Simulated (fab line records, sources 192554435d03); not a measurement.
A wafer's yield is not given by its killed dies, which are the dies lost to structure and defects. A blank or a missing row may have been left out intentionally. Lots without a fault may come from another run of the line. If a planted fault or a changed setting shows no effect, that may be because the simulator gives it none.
Matching of chambers / flow n5Finfet / N5_ILD0_CMP_03 on cmp-04 has 4 sister chambers
The step polishes, stops on SiNx, t overpolish 1.9 s, target thk 197.38 nm. 8 wafers are shown with their chamber, then 8 later ones without.

## WAFERS, EACH WITH ITS CHAMBER
wafer=L076.3; chamber=2; motorCurrentA (A)=12.8; edgeZonePressureFrac=1.006
wafer=L081.1; chamber=1; motorCurrentA (A)=12.5; edgeZonePressureFrac=1.004
wafer=L083.4; chamber=2; motorCurrentA (A)=13.4; edgeZonePressureFrac=1.006
wafer=L083.5; chamber=0; motorCurrentA (A)=11.8; edgeZonePressureFrac=1.003
wafer=L083.6; chamber=1; motorCurrentA (A)=12.3; edgeZonePressureFrac=1.005
wafer=L087.2; chamber=0; motorCurrentA (A)=10.8; edgeZonePressureFrac=0.994
wafer=L087.6; chamber=3; motorCurrentA (A)=11.7; edgeZonePressureFrac=0.999
wafer=L090.3; chamber=3; motorCurrentA (A)=11.8; edgeZonePressureFrac=1.006

## WAFERS WHOSE CHAMBER IS MISSING
wafer=L090.4; motorCurrentA (A)=12.3; edgeZonePressureFrac=0.996
wafer=L090.5; motorCurrentA (A)=12.1; edgeZonePressureFrac=0.992
wafer=L091.2; motorCurrentA (A)=12.0; edgeZonePressureFrac=1.006
wafer=L091.4; motorCurrentA (A)=12.0; edgeZonePressureFrac=1.002
wafer=L091.6; motorCurrentA (A)=12.9; edgeZonePressureFrac=1.004
wafer=L093.1; motorCurrentA (A)=12.0; edgeZonePressureFrac=0.997
wafer=L093.4; motorCurrentA (A)=11.6; edgeZonePressureFrac=1.001
wafer=L093.6; motorCurrentA (A)=11.8; edgeZonePressureFrac=1.009

## THE CHAMBER EACH PASSED THROUGH
wafer=L090.4; from the rows above=can't be placed: 3 or 1 or 0 or 2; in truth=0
wafer=L090.5; from the rows above=can't be placed: 0 or 3 or 1 or 2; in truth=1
wafer=L091.2; from the rows above=can't be placed: 1 or 3 or 0 or 2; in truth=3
wafer=L091.4; from the rows above=can't be placed: 3 or 1 or 0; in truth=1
wafer=L091.6; from the rows above=can't be placed: 2 or 1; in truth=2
wafer=L093.1; from the rows above=can't be placed: 3 or 0 or 1 or 2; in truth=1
wafer=L093.4; from the rows above=can't be placed: 3 or 0 or 1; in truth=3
wafer=L093.6; from the rows above=can't be placed: 3 or 1 or 0 or 2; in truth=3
Correct placement for 0 of the 8. These rows do not allow placing 8 (true chamber among the candidates in 8). Wrongly placed: 0.
How it was worked out, from the rows above alone: a wafer's distance from a chamber is the root of the sum, over the readings, of the square of ((its reading less the chamber's mean) divided by the reading's scatter). The wafer belongs to the nearest chamber; if the next one is less than 2 further off, it can't be placed. For every chamber, the mean is computed from those of its wafers that are shown. How the scatter is found: for the shown wafers, subtract from each reading the mean of its chamber, square and add these, divide the total by (wafers less chambers), then take the root.
